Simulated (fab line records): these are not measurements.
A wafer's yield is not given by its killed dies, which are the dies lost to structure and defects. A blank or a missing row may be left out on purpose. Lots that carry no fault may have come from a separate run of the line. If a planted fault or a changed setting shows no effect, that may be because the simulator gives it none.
Matching of chambers ; flow n5Finfet ; N5_BEOL_M0_SAQP_MANDREL1_REMOVE_100 on rieSi-03 has 4 sister chambers
The step chemistry HBr/Cl2/O2, target a-Si, stops on SiNx, bt time 10 s. 4 wafers are shown with their chamber, then 10 later ones without.

## WAFERS, EACH WITH ITS CHAMBER
wafer;chamber;throttleValvePct (%)
L085.6;0;36.91
L087.6;1;37.15
L089.2;2;36.94
L089.3;3;36.61

## WAFERS WITHOUT THEIR CHAMBER
wafer;throttleValvePct (%)
L089.4;37.14
L091.3;36.60
L091.5;36.92
L091.6;36.61
L093.1;36.93
L093.2;37.14
L093.4;36.60
L094.1;36.91
L094.2;36.63
L094.5;36.90

## CHAMBER TAKEN BY EACH
wafer;from the rows above;in truth
L089.4;1;1
L091.3;3;3
L091.5;can't be placed: 0 or 2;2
L091.6;3;3
L093.1;can't be placed: 2 or 0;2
L093.2;1;1
L093.4;3;3
L094.1;0;0
L094.2;3;3
L094.5;0;0
8 of 10 placed correctly. Cannot be placed on the basis of these rows: 2; the candidates contain the true chamber in 2. Placed wrongly: 0.
How it was worked out, from the rows above alone: a wafer's distance from a chamber is the root of the sum, over the readings, of the square of ((its reading less the chamber's mean) divided by the reading's scatter). If the next closest chamber is less than 2 further off than the closest, the wafer can't be placed; otherwise it belongs to the closest. For every chamber, the mean is computed from those of its wafers that are shown. The scatter: with one shown wafer a chamber, the root of the mean of the squares of how far each hidden wafer lies from its nearest shown one.
